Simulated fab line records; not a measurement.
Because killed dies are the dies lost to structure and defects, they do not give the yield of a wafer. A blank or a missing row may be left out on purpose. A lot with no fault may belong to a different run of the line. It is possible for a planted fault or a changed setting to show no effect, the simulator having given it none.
fab line records    flow n5-finfet
record lots=5  wafers=15  last-day=17
route steps=1938 shown BEOL_M8@1339
lots that met no fault: from a run of the same line without faults
start-h: hours from the record's first day to the start of the lot's first wafer shown    wait-h: time in hours since the lot's previous step    " as in the row above    L1.1+2: one row covering several wafers at once    - either no value or no given start    * or withheld: withheld    < > ~ a bound
route shown NAME@n: names a module that has steps shown in the file, with the first one's number in the route    usual: mean/standard deviation taken from wafers without a fault    same: alike in all rows    chamber/n: place in a boat    sites: per-site readings    _std_site: standard deviation across them    _edge_site: mean of outer sites minus mean of inner sites    radius-mm: how far each site lies from the wafer's centre    mask NAME#n: copy n    behind: tool/chamber where the wafer was last shaped    hold: the reason the lot was held/the length of the hold in hours/how it ended    device: which transistor (n, p or np) failed to switch    end of line: the tests these same wafers got at the end of their route    step lacking rows: just its recipe    killed: dies that structure and defects cost at the first sort, which is not the same as the wafer's yield    map: the dies of a wafer, with x for killed, . for not killed, _ for no die there
set.NAME: the run value of the setting; set.NAME@STEP: its run value at that earlier step    model.NAME: the simulator's own value behind a step, which no gauge read
lots at selected steps of the route; one table per step, one row per wafer
services: a tool's chamber out of use, with start hour (start-h, from the record's first day; less than 0 if before it), hours out, and reason
## steps
# step N5_BEOL_M8_COAT_05
# recipe resist=CAR-ArF  spin-rpm=1500  resist-thk-nm=90
# usual spin-speed-rpm=1499.9/1.1
lot.wafer  tool            chamber  start-h  wait-h  spin-speed-rpm
L074.3     litho-track-04  0        -        -       1501.3
L074.5     "               0        "        "       1500.1
L074.6     "               0        "        "       1501.2
L080.1     litho-track-04  0        -        -       1500.6
L080.2     "               0        "        "       1500.4
L080.6     "               0        "        "       1500.7
L091.1     litho-track-04  0        -        -       1497.5
L091.4     "               0        "        "       1499.9
L091.6     "               0        "        "       1497.5
L094.2     litho-track-04  0        -        -       1499.8
L094.3     "               0        "        "       1500.2
L094.5     "               0        "        "       1500.1
L097.1     litho-track-04  0        -        -       1500.3
L097.2     "               0        "        "       1501.6
L097.5     "               0        "        "       1501.3
# step N5_BEOL_M8_EBR_07
# recipe solvent=PGMEA  ebr-width-mm=1.5
lot.wafer   tool            chamber  start-h  wait-h
L074.3+5+6  litho-track-04  0        -        -
L080.1+2+6  litho-track-04  0        -        -
L091.1+4+6  litho-track-04  0        -        -
L094.2+3+5  litho-track-04  0        -        -
L097.1+2+5  litho-track-04  0        -        -
# step N5_BEOL_M8_SOFTBAKE_06
# recipe temp-c=110  time-s=60  resist=CAR-ArF
lot.wafer   tool            chamber  start-h  wait-h
L074.3+5+6  litho-track-04  0        -        -
L080.1+2+6  litho-track-04  0        -        -
L091.1+4+6  litho-track-04  0        -        -
L094.2+3+5  litho-track-04  0        -        -
L097.1+2+5  litho-track-04  0        -        -
# step N5_BEOL_M8_EXPOSE_08
# recipe mask-id=M8  na=1.35  source-shape=dipole  sigma-inner=0.817  sigma-outer=0.97  polarization=te  dose-mj=68.25
# usual exposure-dose-mJ-cm2=68.4/0.35  focus-offset-nm=0.0/0.51
lot.wafer  tool             chamber  start-h  wait-h  mask  exposure-dose-mJ-cm2  focus-offset-nm
L074.3     arfi-scanner-02  0        199.62   -       M8#0  68.2                  0.2
L074.5     "                0        "        "       M8#0  68.3                  -0.1
L074.6     "                0        "        "       M8#0  68.1                  -1.1
L080.1     arfi-scanner-01  0        232.09   -       M8#0  69.1                  -0.3
L080.2     "                0        "        "       M8#0  69.0                  -0.3
L080.6     "                0        "        "       M8#0  69.1                  -0.6
L091.1     arfi-scanner-03  0        290.66   -       M8#0  68.1                  -0.2
L091.4     "                0        "        "       M8#0  68.3                  -0.4
L091.6     "                0        "        "       M8#0  68.2                  -0.4
L094.2     arfi-scanner-02  0        324.83   -       M8#0  68.2                  0.3
L094.3     "                0        "        "       M8#0  68.3                  -0.9
L094.5     "                0        "        "       M8#0  68.3                  0.3
L097.1     arfi-scanner-01  0        344.07   -       M8#0  69.0                  0.2
L097.2     "                0        "        "       M8#0  69.0                  -0.4
L097.5     "                0        "        "       M8#0  69.1                  -0.9
# step N5_BEOL_M8_PEB_09
# recipe peb-temp-c=withheld  peb-time-s=60  resist=CAR-ArF
lot.wafer   tool            chamber  start-h  wait-h
L074.3+5+6  litho-track-05  0        199.67   0.0
L080.1+2+6  litho-track-04  0        232.15   0.1
L091.1+4+6  litho-track-04  0        290.73   0.1
L094.2+3+5  litho-track-05  0        324.89   0.0
L097.1+2+5  litho-track-02  0        344.13   0.1
# step N5_BEOL_M8_DEVELOP_10
# recipe develop-time-s=30  developer=TMAH  resist=CAR-ArF  rinse-liquid=diw  dry=air-spin  dev-temp-c=23
# usual developer-temp-C=22.99/0.11
lot.wafer  tool            chamber  start-h  wait-h  developer-temp-C
L074.3     litho-track-05  0        -        -       22.98
L074.5     "               0        "        "       22.88
L074.6     "               0        "        "       23.04
L080.1     litho-track-04  0        -        -       23.08
L080.2     "               0        "        "       22.97
L080.6     "               0        "        "       23.04
L091.1     litho-track-04  0        -        -       23.18
L091.4     "               0        "        "       23.13
L091.6     "               0        "        "       23.15
L094.2     litho-track-05  0        -        -       22.96
L094.3     "               0        "        "       23.00
L094.5     "               0        "        "       23.12
L097.1     litho-track-02  0        -        -       23.07
L097.2     "               0        "        "       22.97
L097.5     "               0        "        "       23.08
# step N5_BEOL_M8_CD_MEAS_11
# recipe target-cd-nm=38.5  landing-energy-ev=500  detector=se-inlens  polarity=opening
# usual cd-nm=38.2/0.49
lot.wafer  tool       chamber  start-h  wait-h  cd-nm
L074.3     cd-sem-01  0        199.74   -       38.1
L074.5     "          0        "        "       38.3
L074.6     "          0        "        "       38.4
L080.1     cd-sem-01  0        232.21   -       38.5
L080.2     "          0        "        "       38.9
L080.6     "          0        "        "       38.7
L091.1     cd-sem-02  0        290.79   -       38.6
L091.4     "          0        "        "       38.7
L091.6     "          0        "        "       38.7
L094.2     cd-sem-02  0        324.96   -       38.4
L094.3     "          0        "        "       38.9
L094.5     "          0        "        "       38.8
L097.1     cd-sem-01  0        344.20   -       37.6
L097.2     "          0        "        "       38.5
L097.5     "          0        "        "       37.5
# step N5_BEOL_M8_OVL_MEAS_12
# recipe points-per-wafer=44
# usual M8_OVL=0.3/0.62
lot.wafer  tool        chamber  start-h  wait-h  M8_OVL[nm]
L074.3     overlay-02  0        199.76   0.0     -0.5
L074.5     "           0        "        "       0.4
L074.6     "           0        "        "       -0.6
L080.1     overlay-02  0        232.24   0.0     1.3
L080.2     "           0        "        "       0.9
L080.6     "           0        "        "       1.0
L091.1     overlay-01  0        290.82   0.0     -0.3
L091.4     "           0        "        "       -0.2
L091.6     "           0        "        "       -0.6
L094.2     overlay-02  0        324.99   0.0     0.7
L094.3     "           0        "        "       -0.2
L094.5     "           0        "        "       -0.9
L097.1     overlay-01  0        344.23   0.0     1.6
L097.2     "           0        "        "       0.5
L097.5     "           0        "        "       0.6
# step N5_BEOL_M8_INSPECT_13
# recipe mode=adi  inspect-instrument=brightfield
# usual raw-defect-count=403/90
lot.wafer  tool               chamber  start-h  wait-h  raw-defect-count
L074.3     defect-inspect-02  -        199.79   0.0     376
L074.5     "                  -        "        "       351
L074.6     "                  -        "        "       328
L080.1     defect-inspect-02  -        232.27   0.0     433
L080.2     "                  -        "        "       364
L080.6     "                  -        "        "       373
L091.1     defect-inspect-01  -        290.85   0.0     302
L091.4     "                  -        "        "       379
L091.6     "                  -        "        "       411
L094.2     defect-inspect-01  -        325.01   0.0     342
L094.3     "                  -        "        "       306
L094.5     "                  -        "        "       422
L097.1     defect-inspect-02  -        344.25   0.0     469
L097.2     "                  -        "        "       341
L097.5     "                  -        "        "       365
# step N5_BEOL_M8_DESCUM_16
# recipe chemistry=O2  time-s=7.9  source-power-w=50  bias-power-w=20  pressure-mtorr=20  rf-frequency-hz=2.712e+07  temp-c=40  resist=CAR-ArF  o2-flow-sccm=225
# usual drypump-motor-current-A=5.6/0.52  oes-product-au=0.78/0.088  rf-vpp-V=242.7/1.4  showerhead-plenum-p-Torr=2.07/0.073  throttle-valve-pct=20.54/0.21
lot.wafer  tool         chamber  start-h  wait-h  drypump-motor-current-A  oes-product-au  rf-hours-counter-h  rf-vpp-V  showerhead-plenum-p-Torr  throttle-valve-pct
L074.3     rie-diel-06  0        199.91   0.1     6.5                      0.66            248                 244.2     2.06                      20.51
L074.5     "            1        "        "       5.6                      0.72            -                   240.8     1.92                      20.77
L074.6     "            0        "        "       6.5                      0.67            -                   240.8     2.05                      20.51
L080.1     rie-diel-06  3        232.30   0.0     5.1                      0.88            29                  242.7     2.06                      20.32
L080.2     "            0        "        "       6.4                      0.99            3                   243.4     2.05                      20.17
L080.6     "            3        "        "       5.1                      0.89            -                   243.4     2.06                      20.33
L091.1     rie-diel-06  2        290.88   0.0     5.6                      0.85            58                  244.3     2.13                      20.31
L091.4     "            1        "        "       5.6                      0.70            222                 239.0     1.91                      20.81
L091.6     "            2        "        "       5.6                      0.85            -                   244.3     2.13                      20.28
L094.2     rie-diel-06  1        325.25   0.2     5.6                      0.69            235                 239.7     1.91                      20.83
L094.3     "            2        "        "       5.6                      0.83            71                  241.7     2.12                      20.32
L094.5     "            1        "        "       5.6                      0.69            -                   239.5     1.91                      20.83
L097.1     rie-diel-05  1        344.29   0.0     6.1                      0.99            1                   246.2     2.22                      20.46
L097.2     "            3        "        "       5.4                      0.71            233                 243.6     2.07                      20.61
L097.5     "            2        "        "       6.5                      0.74            -                   242.1     2.08                      20.44
# step N5_BEOL_M8_ETCH_61
# recipe chemistry=CF4  target=SiARC  target-depth-a=455  mask-material=CAR-ArF  time-s=75.8  ion-energy-ev=80  pressure-mtorr=40  source-w=545  bias-w=36  Ar_flow_sccm=100  cf4-flow-sccm=100  ends=cleared
# usual bias-w=36.00/0.097  drypump-motor-current-A=5.6/0.52  etch-rf-on-time-s=74.8/2.1  oes-product-au=0.67/0.074  rf-vpp-V=183.8/1.3  showerhead-plenum-p-Torr=2.11/0.073  throttle-valve-pct=15.69/0.23
lot.wafer  tool         chamber  start-h  wait-h  bias-w  drypump-motor-current-A  etch-rf-on-time-s  oes-product-au  rf-hours-counter-h  rf-vpp-V  showerhead-plenum-p-Torr  throttle-valve-pct
L074.3     rie-diel-06  0        199.95   0.0     35.97   6.4                      77.3               0.57            248                 183.9     2.10                      15.74
L074.5     "            1        "        "       36.02   5.6                      75.0               0.63            -                   181.6     1.97                      15.83
L074.6     "            0        "        "       35.94   6.5                      76.8               0.57            -                   185.1     2.10                      15.75
L080.1     rie-diel-06  3        232.34   0.0     36.08   5.1                      74.0               0.76            29                  183.8     2.09                      15.37
L080.2     "            0        "        "       36.00   6.4                      76.8               0.83            3                   183.2     2.10                      15.27
L080.6     "            3        "        "       35.95   5.1                      73.8               0.77            -                   184.2     2.09                      15.38
L091.1     rie-diel-06  2        290.92   0.0     36.01   5.6                      72.7               0.73            58                  183.4     2.17                      15.40
L091.4     "            1        "        "       35.95   5.6                      74.1               0.61            222                 181.6     1.96                      15.91
L091.6     "            2        "        "       36.02   5.6                      72.9               0.74            -                   186.1     2.17                      15.41
L094.2     rie-diel-06  1        325.28   0.0     35.99   5.6                      75.1               0.60            235                 181.9     1.95                      15.94
L094.3     "            2        "        "       36.04   5.6                      73.2               0.72            71                  183.5     2.16                      15.41
L094.5     "            1        "        "       35.96   5.6                      75.3               0.59            -                   181.9     1.95                      15.93
L097.1     rie-diel-05  1        344.32   0.0     36.19   6.1                      73.1               0.85            1                   185.5     2.26                      15.59
L097.2     "            3        "        "       36.02   5.4                      73.2               0.61            233                 184.5     2.10                      15.73
L097.5     "            2        "        "       35.95   6.5                      76.2               0.63            -                   183.4     2.11                      15.65
# step N5_BEOL_M8_ETCH_62
# recipe chemistry=N2/H2  target=SOC  target-depth-a=1100  overetch-a=220  mask-material=SiARC  temp-c=40  time-s=165  ion-energy-ev=200  pressure-mtorr=30  source-w=840  bias-w=150  n2-flow-sccm=200  h2-flow-sccm=200
# usual bias-w=150.0/0.42  drypump-motor-current-A=5.6/0.52  oes-product-au=0.66/0.071  rf-vpp-V=523.1/2.7  showerhead-plenum-p-Torr=2.51/0.093  throttle-valve-pct=17.92/0.24
lot.wafer  tool         chamber  start-h  wait-h  bias-w  drypump-motor-current-A  oes-product-au  rf-hours-counter-h  rf-vpp-V  showerhead-plenum-p-Torr  throttle-valve-pct
L074.3     rie-diel-06  0        200.01   0.0     150.2   6.4                      0.57            248                 521.6     2.51                      18.17
L074.5     "            1        "        "       150.4   5.6                      0.61            -                   516.8     2.31                      17.91
L074.6     "            0        "        "       150.5   6.4                      0.57            -                   523.2     2.51                      18.19
L080.1     rie-diel-06  3        232.39   0.0     149.6   5.1                      0.74            29                  523.6     2.49                      17.70
L080.2     "            0        "        "       150.0   6.4                      0.83            3                   523.1     2.51                      17.77
L080.6     "            3        "        "       149.5   5.1                      0.74            -                   522.4     2.49                      17.69
L091.1     rie-diel-06  2        290.97   0.0     150.0   5.6                      0.71            58                  523.6     2.56                      17.48
L091.4     "            1        "        "       149.9   5.6                      0.60            223                 517.7     2.30                      17.96
L091.6     "            2        "        "       150.2   5.6                      0.72            -                   524.4     2.56                      17.48
L094.2     rie-diel-06  1        325.34   0.0     150.2   5.6                      0.59            235                 517.7     2.29                      17.99
L094.3     "            2        "        "       150.4   5.6                      0.70            71                  524.6     2.55                      17.52
L094.5     "            1        "        "       149.7   5.6                      0.58            -                   516.3     2.29                      18.00
L097.1     rie-diel-05  1        344.38   0.0     150.3   6.1                      0.82            1                   529.6     2.71                      17.84
L097.2     "            3        "        "       150.0   5.4                      0.59            233                 523.3     2.49                      17.78
L097.5     "            2        "        "       149.4   6.5                      0.62            -                   524.3     2.53                      17.87
# step N5_BEOL_M8_STRIP_68
# recipe chemistry=N2/H2  temp-c=40  n2-flow-sccm=200  h2-flow-sccm=200  rf-frequency-hz=6e+07
lot.wafer   tool         chamber  start-h  wait-h
L074.3+5+6  rie-diel-06  0,1,0    200.14   0.1
L080.1+2+6  rie-diel-06  3,0,3    232.53   0.1
L091.1+4+6  rie-diel-06  2,1,2    291.11   0.1
L094.2+3+5  rie-diel-06  1,2,1    325.47   0.1
L097.1+2+5  rie-diel-05  1,3,2    344.51   0.1
# step N5_BEOL_M8_STRIP_67
# recipe chemistry=CF4  resist=SiARC  power-w=300  bias-power-w=75  pressure-mtorr=50  cf4-flow-sccm=150  rf-frequency-hz=6e+07
# usual drypump-motor-current-A=5.6/0.52  oes-product-au=0.78/0.084  rf-vpp-V=270.7/1.6  showerhead-plenum-p-Torr=1.77/0.061  throttle-valve-pct=13.66/0.24
lot.wafer  tool         chamber  start-h  wait-h  drypump-motor-current-A  oes-product-au  rf-hours-counter-h  rf-vpp-V  showerhead-plenum-p-Torr  throttle-valve-pct
L074.3     rie-diel-06  0        200.15   0.0     6.4                      0.68            248                 269.9     1.75                      13.72
L074.5     "            1        "        "       5.7                      0.72            -                   267.7     1.65                      13.80
L074.6     "            0        "        "       6.4                      0.68            -                   268.8     1.75                      13.72
L080.1     rie-diel-06  3        232.54   0.0     5.1                      0.88            29                  269.4     1.75                      13.33
L080.2     "            0        "        "       6.4                      0.98            3                   271.7     1.75                      13.16
L080.6     "            3        "        "       5.1                      0.88            -                   269.5     1.75                      13.35
L091.1     rie-diel-06  2        291.12   0.0     5.6                      0.85            58                  271.4     1.83                      13.41
L091.4     "            1        "        "       5.6                      0.70            223                 268.0     1.64                      13.89
L091.6     "            2        "        "       5.6                      0.85            -                   272.6     1.83                      13.43
L094.2     rie-diel-06  1        325.48   0.0     5.6                      0.70            235                 267.7     1.64                      13.91
L094.3     "            2        "        "       5.6                      0.82            71                  272.2     1.82                      13.45
L094.5     "            1        "        "       5.6                      0.69            -                   267.8     1.64                      13.92
L097.1     rie-diel-05  1        344.52   0.0     6.1                      0.98            1                   272.5     1.91                      13.54
L097.2     "            3        "        "       5.4                      0.70            234                 271.5     1.75                      13.69
L097.5     "            2        "        "       6.5                      0.73            -                   271.2     1.77                      13.69
# step N5_BEOL_M8_HM_OPEN_17
# recipe chemistry=Cl2/BCl3  target-depth-a=200  overetch-a=60  target=TiN  mask-material=SOC  ion-energy-ev=150  pressure-mtorr=10  icp-w=1000  bias-w=126  Cl2_flow_sccm=53.25  bcl3-flow-sccm=21.75  Ar_flow_sccm=25
# usual bcl3-flow-sccm=21.74/0.071  bias-w=126.0/0.39  drypump-motor-current-A=5.5/0.31  he-backside-leak-sccm=3.3/0.44  oes-product-au=0.69/0.05  throttle-valve-pct=22.02/0.15
lot.wafer  tool          chamber  start-h  wait-h  bcl3-flow-sccm  bias-w  drypump-motor-current-A  he-backside-leak-sccm  oes-product-au  rf-hours-counter-h  throttle-valve-pct
L074.3     rie-metal-01  1        200.22   0.1     21.72           126.2   5.2                      3.2                    0.68            -                   22.22
L074.5     "             1        "        "       21.74           125.9   5.2                      3.3                    0.69            -                   22.23
L074.6     "             0        "        "       21.79           125.5   5.3                      3.6                    0.74            -                   22.01
L080.1     rie-metal-01  1        232.58   0.0     21.72           126.2   5.2                      3.4                    0.70            36                  22.22
L080.2     "             0        "        "       21.86           126.1   5.4                      2.9                    0.74            18                  21.99
L080.6     "             0        "        "       21.69           126.2   5.4                      6.1                    0.74            -                   21.98
L091.1     rie-metal-01  0        291.16   0.0     21.85           126.2   5.3                      3.3                    0.73            24                  21.99
L091.4     "             0        "        "       21.75           125.6   5.3                      3.0                    0.72            -                   22.00
L091.6     "             1        "        "       21.67           126.0   5.2                      3.2                    0.67            -                   22.23
L094.2     rie-metal-02  0        325.52   0.0     21.74           125.9   5.5                      3.4                    0.63            58                  21.85
L094.3     "             0        "        "       21.76           126.0   5.5                      3.5                    0.64            -                   21.86
L094.5     "             0        "        "       21.68           126.1   5.5                      3.3                    0.63            -                   21.84
L097.1     rie-metal-01  1        344.56   0.0     21.79           126.6   5.2                      3.3                    0.66            47                  22.23
L097.2     "             0        "        "       21.71           126.2   5.3                      3.4                    0.70            29                  22.02
L097.5     "             1        "        "       21.79           126.7   5.2                      3.4                    0.66            -                   22.25
# step N5_BEOL_M8_STRIP_19
# recipe chemistry=O2  power-w=400  temp-c=40  pressure-mtorr=30  rf-frequency-hz=6e+07  bias-power-w=0  overash-fraction=0.2  o2-flow-sccm=225
# usual drypump-motor-current-A=5.7/0.54  oes-product-au=0.77/0.08  rf-vpp-V=3.6/0.66  showerhead-plenum-p-Torr=2.08/0.073  throttle-valve-pct=16.80/0.21
# same overash-fraction=0.2
lot.wafer  tool         chamber  start-h  wait-h  drypump-motor-current-A  oes-product-au  rf-hours-counter-h  rf-vpp-V  showerhead-plenum-p-Torr  throttle-valve-pct
L074.3     rie-diel-05  0        200.31   0.1     5.7                      0.72            190                 4.0       2.09                      17.04
L074.5     "            2        "        "       6.5                      0.79            -                   4.0       2.10                      16.63
L074.6     "            3        "        "       5.4                      0.75            -                   4.4       2.09                      16.73
L080.1     rie-diel-06  0        232.69   0.1     6.4                      0.99            3                   3.3       2.06                      16.36
L080.2     "            3        "        "       5.1                      0.89            29                  3.6       2.06                      16.53
L080.6     "            3        "        "       5.1                      0.89            -                   3.0       2.06                      16.53
L091.1     rie-diel-04  1        291.27   0.1     5.8                      0.80            88                  4.2       2.11                      16.88
L091.4     "            0        "        "       6.0                      0.71            173                 3.6       2.17                      16.84
L091.6     "            1        "        "       5.8                      0.82            -                   2.7       2.11                      16.88
L094.2     rie-diel-05  0        325.69   0.1     5.7                      0.69            236                 3.5       2.07                      17.14
L094.3     "            2        "        "       6.5                      0.74            186                 4.5       2.08                      16.72
L094.5     "            0        "        "       5.7                      0.70            -                   4.3       2.07                      17.14
L097.1     rie-diel-04  3        344.71   0.1     4.9                      0.68            211                 3.4       2.00                      17.04
L097.2     "            0        "        "       6.1                      0.72            188                 2.6       2.17                      16.86
L097.5     "            0        "        "       6.0                      0.70            -                   5.2       2.17                      16.86
## services
tool             chamber  start-h  hours  kind
arfi-scanner-02  -        179.49   1.8    repair
arfi-scanner-01  -        189.68   1.0    pm
rie-diel-04      3        191.39   5.6    repair
arfi-scanner-03  -        191.94   4.9    pm
arfi-scanner-02  -        192.42   1.0    pm
arfi-scanner-02  -        201.43   4.9    pm
rie-metal-01     -        204.00   0.5    repair
arfi-scanner-03  -        208.31   1.0    pm
rie-diel-05      -        219.24   0.6    repair
rie-diel-06      -        226.50   4.3    pm
arfi-scanner-02  -        230.16   1.3    pm
arfi-scanner-03  -        233.13   1.3    repair
rie-diel-06      2        244.62   10.0   repair
rie-diel-05      1        249.20   16.5   repair
arfi-scanner-01  -        257.24   4.1    repair
arfi-scanner-01  -        269.15   1.3    pm
arfi-scanner-03  -        275.92   1.3    pm
rie-diel-04      3        277.18   5.2    repair
rie-metal-02     -        281.58   1.0    repair
arfi-scanner-02  -        290.00   0.8    pm
rie-metal-01     -        311.40   1.4    pm
arfi-scanner-01  -        314.71   3.9    pm
arfi-scanner-01  -        321.23   1.0    pm
rie-diel-04      -        328.49   15.6   pm
## key
fault none
